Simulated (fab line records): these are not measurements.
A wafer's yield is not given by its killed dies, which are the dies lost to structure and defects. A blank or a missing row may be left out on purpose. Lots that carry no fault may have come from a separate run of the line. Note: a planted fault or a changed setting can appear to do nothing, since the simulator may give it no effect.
Which of the tools did it? | flow n5_finfet | 18 wafers from 6 lots sampled at 3 of the route's 1938 steps

## WHAT THE GAUGES SHOWED, per wafer
N5_BEOL_M15_RS_MEAS_54: a four-point-probe measurement.
lot  | measured     | on            | M15_RS (ohm/sq)
L345 | day 12 23:40 | film_metro-01 | 0.0219 0.0213 0.0217
L350 | day 14 08:11 | film_metro-02 | 0.0213 0.0221 0.0217
L354 | day 15 00:58 | film_metro-01 | 0.0216 0.0214 0.0206
L355 | day 15 04:19 | film_metro-02 | 0.0218 0.0218 0.0218
L357 | day 17 06:20 | film_metro-01 | 0.0221 0.0224 0.0224
L360 | day 18 11:29 | film_metro-02 | 0.0216 0.0221 0.0219

## EACH LOT AND THE TOOL THAT RAN IT (in order: tool; ch and the chambers of the sampled wafers; start)
lot  | N5_BEOL_M15_PRE_CLEAN_42     | N5_BEOL_M15_SPUTTER_43
L345 | pvd_sputter-03, day 12 22:20 | pvd_sputter-03, day 12 22:23
L350 | pvd_sputter-01, day 14 06:55 | pvd_sputter-01, day 14 06:57
L354 | pvd_sputter-01, day 14 23:40 | pvd_sputter-01, day 14 23:42
L355 | pvd_sputter-02, day 15 03:02 | pvd_sputter-02, day 15 03:05
L357 | pvd_sputter-02, day 17 05:01 | pvd_sputter-02, day 17 05:04
L360 | pvd_sputter-01, day 18 10:13 | pvd_sputter-01, day 18 10:15
- N5_BEOL_M15_PRE_CLEAN_42: time 30 s.
- N5_BEOL_M15_SPUTTER_43: material TaN, target thk 15 nm, time 24.19 s.

## THE ANSWER, worked out from the rows above alone
Rule: the lots themselves supply what counts as usual. Put in order of their means at a reading, lots are off if they are a third of the lots or fewer, leave a main group of 4 or more, and stand apart from it by a gap of 3 or more times the standard deviation of the main group's means; of several such gaps the widest counts. A main group whose means are all the same, to the digits that the tables above print for the reading, isn't used. A lot without any number at a reading at which 4 lots or more have one is off too. Where the step has rows for the other lots, those lots are counted as sound.
Nothing can be told from this: no lot is off at any reading shown.

## WHAT THE SIMULATOR PUT IN
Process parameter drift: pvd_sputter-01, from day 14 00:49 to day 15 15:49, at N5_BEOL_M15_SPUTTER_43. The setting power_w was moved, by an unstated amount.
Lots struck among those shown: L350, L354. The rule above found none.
